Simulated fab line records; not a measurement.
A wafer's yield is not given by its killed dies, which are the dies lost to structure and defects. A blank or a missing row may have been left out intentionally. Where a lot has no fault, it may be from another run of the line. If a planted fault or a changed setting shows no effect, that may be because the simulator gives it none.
Which tool was responsible? + flow nand harc + 23 lots with 69 wafers sampled at 2 steps, on a route of 1302 steps

WHAT EACH GAUGE READ, for each wafer
NHARC_A_SGD_CUT_CD_MEAS_09: the cd target is 100 nm. Usual: cd nm at 100.2 nm, with a standard deviation of 0.54.
| lot  | measured     | on        | cd nm (nm)        | flag |
|------|--------------|-----------|-------------------|------|
| L074 | day 19 03:57 | cd sem-03 | 99.2 99.3 99.8    |      |
| L075 | day 19 04:23 | cd sem-02 | 99.4 99.8 99.1    |      |
| L076 | day 19 22:34 | cd sem-01 | 100.2 100.7 100.2 |      |
| L078 | day 20 13:08 | cd sem-03 | 99.8 99.2 99.5    |      |
| L077 | day 20 13:24 | cd sem-01 | 101.2 100.8 100.3 |      |
| L080 | day 21 03:47 | cd sem-03 | 100.3 99.8 99.8   |      |
| L079 | day 21 03:59 | cd sem-03 | 100.3 100.6 100.9 |      |
| L083 | day 22 17:20 | cd sem-03 | 100.7 100.3 99.7  |      |
| L082 | day 22 18:27 | cd sem-02 | 98.9 101.0 100.2  |      |
| L085 | day 23 06:39 | cd sem-03 | 100.4 100.7 99.6  |      |
| L084 | day 23 10:41 | cd sem-03 | 99.9 100.8 100.0  |      |
| L086 | day 24 01:34 | cd sem-03 | 100.2 99.8 100.3  |      |
| L087 | day 24 01:45 | cd sem-03 | 99.8 100.7 100.8  |      |
| L088 | day 24 22:32 | cd sem-02 | 100.0 100.3 99.9  |      |
| L089 | day 24 22:44 | cd sem-01 | 100.3 100.4 99.8  |      |
| L091 | day 26 04:13 | cd sem-03 | 100.2 99.3 98.8   |      |
| L090 | day 26 04:23 | cd sem-02 | 100.1 99.9 99.7   |      |
| L092 | day 26 16:32 | cd sem-01 | 100.6 99.5 100.6  |      |
| L093 | day 26 16:58 | cd sem-01 | 100.9 99.8 100.9  |      |
| L094 | day 27 03:23 | cd sem-03 | 100.4 99.7 100.2  |      |
| L095 | day 27 23:22 | cd sem-01 | 100.2 100.2 100.4 |      |
| L096 | day 28 10:37 | cd sem-02 | 101.0 100.2 100.8 |      |
| L097 | day 28 13:16 | cd sem-03 | 100.3 100.9 100.8 |      |

EACH LOT AND THE TOOL THAT RAN IT (in order: tool; ch and the chambers of the sampled wafers; start)
| lot  | NHARC_A_STAIRCASE_DESCUM_443       |
|------|------------------------------------|
| L074 | rie diel-03 ch 0,1,3, day 18 20:08 |
| L075 | rie diel-09 ch 0,2,3, day 18 20:18 |
| L076 | rie diel-03 ch 0,1,3, day 19 13:37 |
| L078 | rie diel-08 ch 0,2,3, day 20 05:09 |
| L077 | rie diel-09 ch 1,2,3, day 20 05:29 |
| L080 | rie diel-08 ch 0,1,2, day 20 19:54 |
| L079 | rie diel-03 ch 1,2,3, day 20 20:08 |
| L083 | rie diel-08 ch 1,2, day 22 09:23   |
| L082 | rie diel-03 ch 1,2,3, day 22 09:34 |
| L085 | rie diel-09 ch 1,3, day 22 22:52   |
| L084 | rie diel-09 ch 1,2,3, day 23 02:35 |
| L086 | rie diel-03 ch 1,2, day 23 17:35   |
| L087 | rie diel-09 ch 0,1,2, day 23 17:44 |
| L088 | rie diel-08 ch 0,1,2, day 24 14:25 |
| L089 | rie diel-09 ch 0,2,3, day 24 14:35 |
| L091 | rie diel-03 ch 0,1,3, day 25 20:20 |
| L090 | rie diel-09 ch 2,3, day 25 20:29   |
| L092 | rie diel-03 ch 1,2, day 26 08:41   |
| L093 | rie diel-09 ch 0,2,3, day 26 08:51 |
| L094 | rie diel-03 ch 0,1,3, day 26 19:25 |
| L095 | rie diel-09 ch 0,1, day 27 14:33   |
| L096 | rie diel-09 ch 0,2,3, day 28 02:29 |
| L097 | rie diel-09 ch 0,2,3, day 28 02:32 |
- NHARC_A_STAIRCASE_DESCUM_443: chemistry O2, time 3 s.

WHAT THE TOOLS THEMSELVES READ (means of the sampled wafers that have a number; where no wafer has one, the mark that the record gives instead)
NHARC_A_STAIRCASE_DESCUM_443. Usual: drypump motor current A 5.7 A, standard deviation 0.46; oes product au 1.000 a.u., standard deviation 0.011; rf vpp V 57.8 V, standard deviation 0.8; showerhead plenum p Torr 1.91 Torr, standard deviation 0.064; throttle valve pct 11.310 %, standard deviation 0.009.
| lot  | tool        | drypump motor current A (A) | oes product au (a.u.) | rf vpp V (V) | showerhead plenum p Torr (Torr) | throttle valve pct (%) | flag |
|------|-------------|-----------------------------|-----------------------|--------------|---------------------------------|------------------------|------|
| L074 | rie diel-03 | 5.7                         | 1.016                 | 56.5         | 1.94                            | 11.300                 |      |
| L075 | rie diel-09 | 5.9                         | 0.989                 | 57.7         | 1.92                            | 11.309                 |      |
| L076 | rie diel-03 | 5.7                         | 1.002                 | 57.4         | 1.93                            | 11.313                 |      |
| L078 | rie diel-08 | 5.4                         | 0.992                 | 57.7         | 1.90                            | 11.308                 |      |
| L077 | rie diel-09 | 5.9                         | 0.991                 | 57.7         | 1.92                            | 11.308                 |      |
| L080 | rie diel-08 | 5.6                         | 0.997                 | 58.5         | 1.93                            | 11.305                 |      |
| L079 | rie diel-03 | 5.5                         | 1.004                 | 58.1         | 1.94                            | 11.314                 |      |
| L083 | rie diel-08 | 5.6                         | 0.995                 | 57.8         | 1.96                            | 11.306                 |      |
| L082 | rie diel-03 | 5.5                         | 1.011                 | 58.3         | 1.93                            | 11.315                 |      |
| L085 | rie diel-09 | 6.0                         | 0.994                 | 57.7         | 1.89                            | 11.308                 |      |
| L084 | rie diel-09 | 5.9                         | 0.999                 | 58.1         | 1.91                            | 11.317                 |      |
| L086 | rie diel-03 | 5.2                         | 0.999                 | 57.5         | 1.86                            | 11.309                 |      |
| L087 | rie diel-09 | 5.6                         | 0.997                 | 58.5         | 1.90                            | 11.304                 |      |
| L088 | rie diel-08 | 5.6                         | 0.994                 | 58.6         | 1.92                            | 11.310                 |      |
| L089 | rie diel-09 | 6.0                         | 1.005                 | 58.0         | 1.90                            | 11.315                 |      |
| L091 | rie diel-03 | 5.7                         | 1.012                 | 57.6         | 1.92                            | 11.315                 |      |
| L090 | rie diel-09 | 5.9                         | 0.995                 | 58.3         | 1.93                            | 11.319                 |      |
| L092 | rie diel-03 | 5.7                         | 0.993                 | 57.6         | 1.86                            | 11.306                 |      |
| L093 | rie diel-09 | 5.9                         | 0.995                 | 57.1         | 1.90                            | 11.323                 |      |
| L094 | rie diel-03 | 5.7                         | 1.007                 | 58.2         | 1.91                            | 11.315                 |      |
| L095 | rie diel-09 | 5.7                         | 0.992                 | 57.9         | 1.87                            | 11.312                 |      |
| L096 | rie diel-09 | 6.0                         | 0.996                 | 58.4         | 1.90                            | 11.302                 |      |
| L097 | rie diel-09 | 5.9                         | 0.990                 | 58.5         | 1.90                            | 11.313                 |      |

THE ANSWER, worked out from the rows above alone
Rule: take the mean of a lot's wafers that have a number; if it is more than 3 standard deviations from the usual mean, the lot is off. A lot without any number at a reading at which 4 lots or more have one is off too. All remaining lots with rows at the step are treated as sound. First the gauges in route order, then the tools' own readings, where a lot's mean is used as printed above. At the first step where some lot is off, the reading lying furthest off is the one used; lots without a number count as furthest.
No lot is off at any reading shown: from this, nothing can be told.

WHAT THE SIMULATOR PUT IN
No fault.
